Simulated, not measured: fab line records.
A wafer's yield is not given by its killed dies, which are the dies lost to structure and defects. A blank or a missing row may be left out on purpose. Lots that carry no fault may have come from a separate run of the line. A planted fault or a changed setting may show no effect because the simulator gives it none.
Split-lot study | flow n5Finfet | on a route of 1938 steps: 7 lots, 21 wafers read

ON THE SPLIT
At N5_BEOL_M10_VIA_ETCH_34 (etches SiCOH lowk in C4F6/O2, target depth 184.5 nm, time 69.2 s), the setting sourceW was moved away from the recipe's 345 W on 5 of the 21 wafers read, by -16.4% to +7.6%. The other wafers ran this setting at the recipe's value.

The reading comes from the split's own step.

THE READING
rfVppV, in V, at N5_BEOL_M10_VIA_ETCH_34 (etches SiCOH lowk in C4F6/O2, target depth 184.5 nm, time 69.2 s). Fault-free wafers of this fab line usually give 673 V, standard deviation 14 V.

wafer  | tool, chamber at the split | sourceW as run, W | against the recipe | rfVppV, V | against lot-mates on the recipe
L074.1 | rieDiel-01, 2              | 345               | recipe             | 663       | -
L074.3 | rieDiel-01, 0              | 345               | recipe             | 652       | -
L074.5 | rieDiel-01, 1              | 292.2             | -15.3%             | 731       | +74
L076.1 | rieDiel-04, 3              | 301.5             | -12.6%             | 749       | +65
L076.4 | rieDiel-04, 1              | 345               | recipe             | 682       | -
L076.5 | rieDiel-04, 2              | 345               | recipe             | 686       | -
L077.1 | rieDiel-01, 2              | 345               | recipe             | 662       | -
L077.4 | rieDiel-01, 1              | 345               | recipe             | 672       | -
L077.5 | rieDiel-01, 3              | 345               | recipe             | 665       | -
L080.1 | rieDiel-01, 3              | 345               | recipe             | 665       | -
L080.2 | rieDiel-01, 0              | 345               | recipe             | 651       | -
L080.6 | rieDiel-01, 1              | 345               | recipe             | 671       | -
L082.1 | rieDiel-04, 2              | 288.5             | -16.4%             | 751       | +90
L082.4 | rieDiel-04, 0              | 345               | recipe             | 662       | -
L082.6 | rieDiel-04, 0              | 345               | recipe             | 661       | -
L083.4 | rieDiel-04, 0              | 345               | recipe             | 662       | -
L083.5 | rieDiel-04, 3              | 318.8             | -7.6%              | 728       | +54
L083.6 | rieDiel-04, 2              | 345               | recipe             | 685       | -
L086.3 | rieDiel-01, 1              | 345               | recipe             | 671       | -
L086.4 | rieDiel-01, 0              | 371.3             | +7.6%              | 626       | -46
L086.5 | rieDiel-01, 1              | 345               | recipe             | 673       | -

FIT RESULTS
A straight line over all 21 wafers: rfVppV changes by -5.29 V for each +1% of sourceW; r = -0.94; the points scatter about the line by 12 V.
The same after taking each lot's own level away (the mean of its wafers on the recipe; 21 wafers): -5.38 V for each +1%; r = -0.98; scatter 6.9 V.
On that fit, the largest move of sourceW shifts the reading by 88 V.
Across the lots, their own levels run from 657.5 to 684.0 V, a range of 1.9 times the standard deviation given above.
The two slopes are in agreement: the lot-to-lot level therefore moves the slope only a little.
Check: +87.2 V against its lot-mates is what the line predicts for one of the wafers moved furthest among these (-16.4%) when that wafer is left out of the fit. It came out at +89.5 V against them.
Tool readings at the split's step, against how far the setting was moved: rfVppV r = -0.94.

THE OTHER SPLITS THESE WAFERS WENT THROUGH
Before the reading, these wafers also passed through other splits. Each is held against what the fit with the lots' levels taken away leaves over:
other split on the same wafers  | wafers away from the commonest value | r with rfVppV (lot level and that fit taken away)
N5_BEOL_M9_TRENCH_ETCH_37 timeS | 9                                    | -0.09

THE FILE'S OWN FIT
rfVppV changes by -5.37 V for each +1% of sourceW, r = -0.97.
